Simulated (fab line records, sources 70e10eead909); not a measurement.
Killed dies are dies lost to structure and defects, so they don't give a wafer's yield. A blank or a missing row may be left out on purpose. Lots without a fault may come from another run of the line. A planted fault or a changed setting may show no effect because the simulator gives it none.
fab line records | flow nand_harc
record lots=11 wafers=33 last_day=25
route steps=1159 shown P_CONTACT@238 P_M0@261 END@1159
lots that met no fault: from a run of the same line without faults
start_h: hours from the record's first day to the start of the lot's first wafer shown | wait_h: hours since the lot's step before | " the same as in the row above | L1.1+2: a row that stands for several wafers | - no value, or no start given | * or withheld: withheld | < > ~ a bound
route shown NAME@n: a module of which the file shows steps, and the number in the route of the first | usual: mean/standard deviation of fault-free wafers | same: alike in all rows | chamber/n: place in a boat | sites: the reading at each site | _std_site: their standard deviation | _edge_site: outer sites' mean less inner sites' | radius_mm: how far each site lies from the wafer's centre | mask NAME#n: copy n | behind: the tool/chamber that last shaped the wafer | hold: why the lot was held/for how many hours/how that ended | device: the transistor (n, p or np) that didn't switch | end of line: the same wafers' tests at the end of the route | a step without rows: its recipe alone | killed: dies lost to structure and defects at the first sort, not the wafer's yield | map: a wafer's dies, x killed, . not, _ none there
set.NAME: the setting as run; set.NAME@STEP: as run at that earlier step | model.NAME: the simulator's own value behind a step, which no gauge read
steps of the route over a sample of lots; a table a step, a row a wafer
services: from which hour (start_h, from the record's first day; less than 0 if before it) a tool's chamber was out of use, for how many hours, and why
## steps
# step NHARC_P_CONTACT_ETCH_18
# recipe target_depth_a=4810 time_s=240.5 c4f8_flow_sccm=20 o2_flow_sccm=10 ar_flow_sccm=withheld rf_w=600 bias_w=1500 chemistry=C4F8/O2/Ar
# usual chamber_pressure_mTorr=24.999/0.021 oes_product_au=0.958/0.017 rf_vpp_V=977/4.6
# columns lot.wafer tool chamber start_h wait_h chamber_pressure_mTorr oes_product_au rf_hours_counter_h rf_vpp_V
L587.2 rie_diel-12 2 - - 24.984 0.959 9 985
L587.1 " 1 " " 25.015 0.984 8 976
L587.5 " 3 " " 24.969 0.964 - 980
L588.1 rie_diel-02 1 - - 24.971 0.967 13 974
L588.5 " 3 " " 24.978 0.954 - 974
L588.6 " 0 " " 24.998 0.970 - 972
L589.1 rie_diel-02 1 - - 24.985 0.946 14 972
L589.4 " 2 " " 24.973 0.954 15 983
L589.5 " 0 " " 25.019 0.952 - 972
L592.4 rie_diel-12 3 - - 25.038 0.985 9 983
L592.1 " 0 " " 25.003 0.963 11 974
L592.2 " 1 " " 24.977 0.969 10 976
L594.4 rie_diel-12 2 - - 24.992 0.961 13 984
L594.1 " 0 " " 25.015 0.957 13 973
L594.5 " 2 " " 25.044 0.964 - 986
L595.1 rie_diel-02 1 - - 24.996 0.938 1 974
L595.3 " 2 " " 25.018 0.957 2 984
L595.6 " 0 " " 25.007 0.936 - 973
L599.3 rie_diel-12 0 - - 24.982 0.957 16 974
L599.6 " 3 " " 24.991 0.974 - 981
L599.5 " 0 " " 25.050 0.965 - 975
L602.4 rie_diel-02 3 - - 25.015 0.937 5 975
L602.6 " 2 " " 24.997 0.939 - 982
L602.5 " 3 " " 25.017 0.937 - 974
L604.3 rie_diel-05 0 - - 25.002 0.947 20 975
L604.1 " 1 " " 24.982 0.956 20 970
L604.5 " 1 " " 24.980 0.952 - 971
L606.2 rie_diel-05 0 - - 24.986 0.957 24 975
L606.1 " 1 " " 25.012 0.967 23 973
L606.6 " 3 " " 25.007 0.943 - 974
L607.5 rie_diel-12 1 - - 25.004 0.962 - 977
L607.6 " 2 " " 25.016 0.963 - 986
L607.4 " 3 " " 25.051 0.961 - 980
# step NHARC_P_CONTACT_DEGAS_38
# recipe temp_c=300 time_s=60
# usual heater_power_w=455/45
# columns lot.wafer tool chamber start_h wait_h heater_power_w
L587.2 pvd_sputter-02 - 121.03 - 438
L587.1 " - " " 448
L587.5 " - " " 532
L588.1 pvd_sputter-01 - 127.73 - 488
L588.6 " - " " 480
L588.5 " - " " 533
L589.1 pvd_sputter-02 - 138.82 - 495
L589.4 " - " " 428
L589.5 " - " " 441
L592.2 pvd_sputter-03 - 146.24 - 385
L592.1 " - " " 472
L592.4 " - " " 442
L594.4 pvd_sputter-03 - 163.12 - 455
L594.1 " - " " 449
L594.5 " - " " 436
L595.3 pvd_sputter-01 - 173.49 - 475
L595.1 " - " " 533
L595.6 " - " " 550
L599.3 pvd_sputter-02 - 198.87 - 510
L599.5 " - " " 508
L599.6 " - " " 490
L602.4 pvd_sputter-03 - 214.75 - 421
L602.5 " - " " 454
L602.6 " - " " 450
L604.3 pvd_sputter-01 - 226.78 - 431
L604.1 " - " " 531
L604.5 " - " " 439
L606.2 pvd_sputter-03 - 238.04 - 379
L606.1 " - " " 452
L606.6 " - " " 386
L607.4 pvd_sputter-01 - 243.95 - 542
L607.6 " - " " 470
L607.5 " - " " 533
# step NHARC_P_M0_PEB_07
# recipe peb_temp_c=100 peb_time_s=65
# usual exhaust_pa=45.1/0.96 heater_power_total_W=156.6/0.44 plate_temp_C=100.01/0.13
# columns lot.wafer tool chamber start_h wait_h exhaust_pa heater_power_total_W plate_temp_C
L587.1 litho_track-04 0 129.44 0.1 44.5 157.2 99.91
L587.2 " 0 " " 45.5 156.5 100.12
L587.5 " 0 " " 46.2 156.3 100.16
L588.1 litho_track-06 0 134.52 0.1 45.5 156.0 100.15
L588.5 " 0 " " 45.0 157.1 100.15
L588.6 " 0 " " 44.9 156.7 99.99
L589.1 litho_track-01 0 143.54 0.1 45.0 156.9 99.92
L589.4 " 0 " " 45.7 156.2 99.94
L589.5 " 0 " " 43.8 156.9 99.89
L592.1 litho_track-01 0 150.29 0.1 44.3 156.8 100.22
L592.2 " 0 " " 44.3 156.2 100.20
L592.4 " 0 " " 44.8 156.7 100.34
L594.1 litho_track-04 0 172.14 0.1 46.6 155.9 100.14
L594.4 " 0 " " 43.5 156.0 100.06
L594.5 " 0 " " 45.5 157.2 100.13
L595.1 litho_track-04 0 175.93 0.1 44.6 156.1 100.07
L595.3 " 0 " " 45.2 156.8 100.07
L595.6 " 0 " " 45.8 156.9 100.17
L599.3 litho_track-04 0 201.19 0.0 46.1 157.0 100.19
L599.5 " 0 " " 45.7 157.1 100.00
L599.6 " 0 " " 46.7 157.1 100.19
L602.4 litho_track-04 0 223.88 0.0 43.6 157.0 99.92
L602.5 " 0 " " 44.1 155.9 99.88
L602.6 " 0 " " 44.0 156.0 100.03
L604.1 litho_track-04 0 231.80 0.1 44.3 161.0 101.94
L604.3 " 0 " " 45.3 160.6 102.10
L604.5 " 0 " " 44.2 160.7 101.91
L606.1 litho_track-04 0 240.56 0.1 44.9 161.1 101.89
L606.2 " 0 " " 44.8 160.3 101.80
L606.6 " 0 " " 44.9 160.2 101.80
L607.4 litho_track-06 0 246.27 0.0 45.8 157.1 99.81
L607.5 " 0 " " 42.7 156.4 100.02
L607.6 " 0 " " 43.6 155.9 99.90
# step NHARC_P_M0_CD_MEAS_09
# recipe target_cd_nm=90 landing_energy_ev=500
# usual cd_nm=90.1/0.55
# columns lot.wafer tool chamber start_h wait_h cd_nm
L587.1 cd_sem-02 0 129.52 - 90.7
L587.2 " 0 " " 90.3
L587.5 " 0 " " 89.8
L588.1 cd_sem-01 0 134.60 - 90.1
L588.5 " 0 " " 91.8
L588.6 " 0 " " 90.3
L589.1 cd_sem-03 0 143.62 - 89.4
L589.4 " 0 " " 90.4
L589.5 " 0 " " 89.1
L592.1 cd_sem-01 0 150.37 - 90.8
L592.2 " 0 " " 90.0
L592.4 " 0 " " 90.9
L594.1 cd_sem-03 0 172.22 - 90.3
L594.4 " 0 " " 90.6
L594.5 " 0 " " 89.3
L595.1 cd_sem-02 0 176.01 - 89.8
L595.3 " 0 " " 90.0
L595.6 " 0 " " 89.5
L599.3 cd_sem-01 0 201.28 - 89.5
L599.5 " 0 " " 90.4
L599.6 " 0 " " 90.7
L602.4 cd_sem-01 0 223.97 - 90.4
L602.5 " 0 " " 89.5
L602.6 " 0 " " 89.0
L604.1 cd_sem-02 0 231.88 - 97.4
L604.3 " 0 " " 97.6
L604.5 " 0 " " 96.9
L606.1 cd_sem-01 0 240.63 - 97.5
L606.2 " 0 " " 96.4
L606.6 " 0 " " 97.9
L607.4 cd_sem-01 0 246.36 - 90.6
L607.5 " 0 " " 89.9
L607.6 " 0 " " 90.4
# step NHARC_P_M0_INSPECT_11
# usual raw_defect_count=4.4/2.9
# columns lot.wafer tool chamber start_h wait_h raw_defect_count
L587.1 defect_inspect-01 - 129.64 0.0 4
L587.2 " - " " 3
L587.5 " - " " 1
L588.1 defect_inspect-02 - 134.72 0.0 3
L588.5 " - " " 5
L588.6 " - " " 4
L589.1 defect_inspect-01 - 143.75 0.0 1
L589.4 " - " " 6
L589.5 " - " " 6
L592.1 defect_inspect-01 - 150.50 0.0 3
L592.2 " - " " 4
L592.4 " - " " 7
L594.1 defect_inspect-01 - 172.35 0.0 2
L594.4 " - " " 13
L594.5 " - " " 6
L595.1 defect_inspect-02 - 176.14 0.0 2
L595.3 " - " " 3
L595.6 " - " " 1
L599.3 defect_inspect-01 - 201.40 0.0 6
L599.5 " - " " 8
L599.6 " - " " 3
L602.4 defect_inspect-02 - 224.09 0.0 5
L602.5 " - " " 11
L602.6 " - " " 4
L604.1 defect_inspect-01 - 232.00 0.0 9
L604.3 " - " " 7
L604.5 " - " " 2
L606.1 defect_inspect-02 - 240.76 0.0 4
L606.2 " - " " 4
L606.6 " - " " 9
L607.4 defect_inspect-02 - 246.48 0.0 3
L607.5 " - " " 4
L607.6 " - " " 5
# step NHARC_P_M0_CD_MEAS_16
# usual cd_nm=90.2/0.84
# columns lot.wafer tool chamber start_h wait_h cd_nm
L587.1 cd_sem-01 - 130.00 - 90.4
L587.2 " - " " 90.3
L587.5 " - " " 89.6
L588.1 cd_sem-01 - 135.08 - 89.6
L588.5 " - " " 91.3
L588.6 " - " " 90.2
L589.1 cd_sem-01 - 144.11 - 91.6
L589.4 " - " " 91.5
L589.5 " - " " 90.8
L592.1 cd_sem-03 - 150.86 - 90.8
L592.2 " - " " 89.7
L592.4 " - " " 91.4
L594.1 cd_sem-01 - 172.71 - 92.3
L594.4 " - " " 91.6
L594.5 " - " " 89.4
L595.1 cd_sem-03 - 176.54 - 89.7
L595.3 " - " " 90.7
L595.6 " - " " 89.7
L599.3 cd_sem-01 - 201.77 - 89.0
L599.5 " - " " 89.6
L599.6 " - " " 91.1
L602.4 cd_sem-03 - 224.45 - 90.3
L602.5 " - " " 90.6
L602.6 " - " " 89.5
L604.1 cd_sem-02 - 232.36 - 98.1
L604.3 " - " " 97.7
L604.5 " - " " 97.2
L606.1 cd_sem-03 - 241.12 - 98.1
L606.2 " - " " 96.9
L606.6 " - " " 99.0
L607.4 cd_sem-03 - 246.84 - 90.7
L607.5 " - " " 89.9
L607.6 " - " " 90.5
# step NHARC_END_SORT_01
# recipe temp_c=25
# usual defect_limited_yield=95.1/1.8 killed_at_array=29/11 killed_at_other=0.5/0.8 killed_at_periphery=3.5/2.8 killed_dies=33/12 killed_open=3.1/1.8 killed_short=1.8/1.4 sort_bin_2_pct=1.5/0.65 sort_bin_3_pct=0.24/0.21 sort_bin_4_pct=3.1/1.2 sort_n_pass=644/12 sort_rim_yield_pct=97.5/1.9 sort_yield_pct=95.1/1.8
# same gross_dies=677 sort_bin_5_pct[%]=0 sort_bin_6_pct[%]=0 sort_bin_7_pct[%]=0 sort_bin_8_pct[%]=0 sort_rim_n_gross=106.00
# columns lot.wafer tool chamber start_h wait_h defect_limited_yield[%] killed_at_array killed_at_other killed_at_periphery killed_dies killed_open killed_short sort_bin_2_pct[%] sort_bin_3_pct[%] sort_bin_4_pct[%] sort_n_pass sort_rim_yield_pct[%] sort_yield_pct[%]
L592.1 prober-01 0 486.22 2.5 95.4 27 0 4 31 1 3 1.5 0.89 2.2 646 95.3 95.4
L592.2 prober-01 0 487.03 2.8 95.3 31 0 1 32 0 4 1.3 0.15 3.2 645 96.2 95.3
L592.4 prober-01 0 488.64 3.4 94.7 30 0 6 36 3 0 1.3 0.30 3.7 641 92.5 94.7
L594.1 prober-01 0 498.34 2.5 94.2 37 0 2 39 2 4 1.6 0.30 3.8 638 97.2 94.2
L594.4 prober-01 0 500.71 3.4 93.9 33 0 8 41 1 0 1.9 0.30 3.8 636 96.2 93.9
L594.5 prober-01 0 501.50 3.7 92.8 46 0 3 49 3 3 2.8 0 4.4 628 99.1 92.8
L595.1 prober-01 0 513.94 2.5 96.3 24 0 1 25 3 0 1.9 0.15 1.6 652 95.3 96.3
L595.3 prober-01 0 515.57 3.1 97.0 18 1 1 20 2 0 0.6 0 2.4 657 99.1 97.0
L595.6 prober-01 0 518.00 4.1 96.9 19 1 1 21 2 1 0.7 0.30 2.1 656 98.1 96.9
L599.3 prober-01 0 523.38 3.1 96.8 18 1 3 22 2 3 1.3 0 1.9 655 99.1 96.8
L599.5 prober-01 0 524.99 3.7 95.9 15 2 11 28 2 2 1.8 0.30 2.1 649 97.2 95.9
L599.6 prober-01 0 525.79 4.0 95.9 24 1 3 28 4 1 2.1 0 2.1 649 97.2 95.9
L602.4 prober-01 0 552.88 3.4 95.9 21 2 5 28 4 1 1.2 0.15 2.8 649 99.1 95.9
L602.5 prober-01 0 553.68 3.7 92.5 40 0 11 51 5 4 2.5 0.59 4.4 626 96.2 92.5
L602.6 prober-01 0 554.49 4.0 93.4 38 1 6 45 6 0 2.1 0.30 4.3 632 92.5 93.4
# killed by level:class
L592.1 A_SGD_CUT:chamber_film_flake=11 A_SLIT:chamber_film_flake=9 P_M0:geometric_particle:short=2 P_ZERO_WELL:chamber_film_flake=2 A_ZERO_WELL:chamber_film_flake=2 A_STAIRCASE:chamber_film_flake=2 A_SGD_CUT:geometric_particle:open=1 A_M0:geometric_particle:short=1
L592.2 A_SLIT:chamber_film_flake=8 A_CONTACT:chamber_film_flake=7 A_CHANNEL_HOLE_D1:chamber_film_flake=5 A_SGD_CUT:chamber_film_flake=4 A_STAIRCASE:chamber_film_flake=2 A_ONON_D1:geometric_particle:short=1 A_CHANNEL_HOLE_D1:geometric_particle:short=1 A_WL_FILL:geometric_particle:short=1
L592.4 A_SLIT:chamber_film_flake=13 A_CONTACT:chamber_film_flake=5 A_ZERO_WELL:chamber_film_flake=3 A_SGD_CUT:chamber_film_flake=3 P_ZERO_WELL:chamber_film_flake=2 P_STI:chamber_film_flake=2 A_CHANNEL_HOLE_D1:chamber_film_flake=2 A_STAIRCASE:chamber_film_flake=2
L594.1 A_CHANNEL_HOLE_D1:chamber_film_flake=15 A_SLIT:chamber_film_flake=12 A_ONON_D1:geometric_particle:short=2 P_STI:geometric_particle:short=1 A_CHANNEL_HOLE_D1:geometric_particle:short=1 A_CONTACT:geometric_particle:open=1 A_M0:geometric_particle:open=1 P_STI:chamber_film_flake=1
L594.4 A_SLIT:chamber_film_flake=17 A_CHANNEL_HOLE_D1:chamber_film_flake=10 P_STI:chamber_film_flake=5 P_GATE:chamber_film_flake=3 A_ZERO_WELL:chamber_film_flake=2 A_STAIRCASE:chamber_film_flake=2 A_CONTACT:geometric_particle:open=1 A_CONTACT:chamber_film_flake=1
L594.5 A_CHANNEL_HOLE_D1:chamber_film_flake=19 A_SLIT:chamber_film_flake=16 A_CONTACT:chamber_film_flake=4 P_GATE:chamber_film_flake=2 A_CHANNEL_FILL_D1:geometric_particle:open=1 A_CHANNEL_FILL_D1:geometric_particle:short=1 A_WL_FILL:geometric_particle:short=1 A_CONTACT:geometric_particle:short=1
L595.1 A_CHANNEL_HOLE_D1:chamber_film_flake=5 A_M1:chamber_film_flake=5 A_CHANNEL_FILL_D1:chamber_film_flake=3 A_CONTACT:chamber_film_flake=3 A_STAIRCASE:chamber_film_flake=2 A_M0:chamber_film_flake=2 A_ONON_D1:geometric_particle:open=1 A_SGD_CUT:geometric_particle:open=1
L595.3 A_CHANNEL_HOLE_D1:chamber_film_flake=5 A_M1:chamber_film_flake=4 A_STAIRCASE:chamber_film_flake=3 A_CONTACT:chamber_film_flake=3 P_GATE:geometric_particle:open=1 A_CONTACT:geometric_particle:open=1 A_WL_FILL:chamber_film_flake=1 A_CHANNEL_FILL_D1:chamber_film_flake=1
L595.6 A_STAIRCASE:chamber_film_flake=5 A_M0:chamber_film_flake=5 A_CONTACT:chamber_film_flake=2 A_M1:chamber_film_flake=2 P_CONTACT:geometric_particle:open=1 A_WL_FILL:geometric_particle:short=1 A_CONTACT:geometric_particle:open=1 A_CHANNEL_HOLE_D1:chamber_film_flake=1
L599.3 A_CHANNEL_HOLE_D1:chamber_film_flake=7 A_STAIRCASE:chamber_film_flake=3 A_CONTACT:chamber_film_flake=3 P_STI:chamber_film_flake=2 A_SOURCE_PLATE:geometric_particle:open=1 A_ONON_D1:geometric_particle:short=1 A_WL_FILL:geometric_particle:short=1 A_CONTACT:geometric_particle:open=1
L599.5 P_STI:chamber_film_flake=4 P_BONDPAD:chamber_film_flake=4 A_CHANNEL_HOLE_D1:chamber_film_flake=4 A_STAIRCASE:chamber_film_flake=4 A_CONTACT:chamber_film_flake=3 P_ZERO_WELL:chamber_film_flake=2 P_M2:geometric_particle:open=1 A_SGD_CUT:geometric_particle:open=1
L599.6 A_CHANNEL_HOLE_D1:chamber_film_flake=9 A_CONTACT:chamber_film_flake=5 A_CHANNEL_FILL_D1:chamber_film_flake=3 P_M0:geometric_particle:open=2 A_WL_FILL:chamber_film_flake=2 A_ONON_D1:geometric_particle:short=1 A_ONON_D1:geometric_particle:open=1 A_BLC:geometric_particle:open=1
L602.4 A_CHANNEL_HOLE_D1:chamber_film_flake=12 P_ZERO_WELL:chamber_film_flake=2 A_STAIRCASE:chamber_film_flake=2 P_M0:geometric_particle:open=1 A_STAIRCASE:geometric_particle:open=1 A_BLC:geometric_particle:open=1 A_M0:geometric_particle:open=1 P_STI:chamber_film_flake=1
L602.5 A_CHANNEL_HOLE_D1:chamber_film_flake=28 P_GATE:chamber_film_flake=4 A_STAIRCASE:chamber_film_flake=4 P_STI:chamber_film_flake=3 A_CONTACT:geometric_particle:open=2 P_GATE:geometric_particle:short=1 P_CONTACT:geometric_particle:short=1 P_M0:geometric_particle:open=1
L602.6 A_CHANNEL_HOLE_D1:chamber_film_flake=20 A_STAIRCASE:chamber_film_flake=7 A_CONTACT:chamber_film_flake=4 P_STI:chamber_film_flake=3 A_CONTACT:geometric_particle:open=2 A_M0:chamber_film_flake=2 P_CONTACT:geometric_particle:open=1 A_CHANNEL_HOLE_D1:geometric_particle:open=1
## services
# columns tool chamber start_h hours kind
pvd_sputter-03 - 98.27 1.3 repair
pvd_sputter-03 - 102.00 10.0 pm
rie_diel-12 0 108.16 - clean
rie_diel-12 1 108.16 - clean
rie_diel-12 2 108.16 - clean
rie_diel-12 3 108.16 - clean
litho_track-06 - 117.00 7.0 pm
rie_diel-05 - 128.15 0.9 repair
pvd_sputter-03 - 130.64 9.9 repair
rie_diel-12 0 132.66 - clean
litho_track-04 - 141.00 7.0 pm
rie_diel-02 - 151.25 9.0 pm
pvd_sputter-01 - 158.00 10.0 pm
rie_diel-05 - 164.57 9.0 pm
pvd_sputter-03 - 169.42 2.5 repair
rie_diel-02 3 178.99 12.4 repair
pvd_sputter-02 - 181.17 4.7 repair
rie_diel-02 1 191.46 7.5 repair
rie_diel-12 - 202.40 9.0 pm
pvd_sputter-02 - 214.00 10.0 pm
rie_diel-05 2 232.68 11.8 repair
rie_diel-05 3 238.63 4.1 repair
rie_diel-05 1 240.59 11.9 repair
rie_diel-12 0 241.27 6.4 repair
## key
first_sign step=NHARC_P_M0_PEB_07 reading=plate_temp_C direction=up sigmas=14 usual=* struck=*
effect step=NHARC_P_M0_PEB_07 reading=heater_power_total_W direction=up sigmas=9.2 usual=* struck=*
effect step=NHARC_P_M0_CD_MEAS_09 reading=cd_nm direction=up sigmas=13 usual=90.1 struck=97.3
effect step=NHARC_P_M0_CD_MEAS_16 reading=cd_nm direction=up sigmas=9.1 usual=90.2 struck=97.8
met_at NHARC_P_M0_PEB_07
struck_lots L604,L606
not_acting_at NHARC_P_CONTACT_ETCH_18,NHARC_P_CONTACT_DEGAS_38,NHARC_P_M0_INSPECT_11
onset_between 223.88 231.80
fault kind=process_parameter_drift tool=litho_track-04 chamber=- onset_h=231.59 steps=NHARC_P_M0_PEB_07 channel=peb_temp_c offset=* shape=step end_h=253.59 acts_in=* stated=*
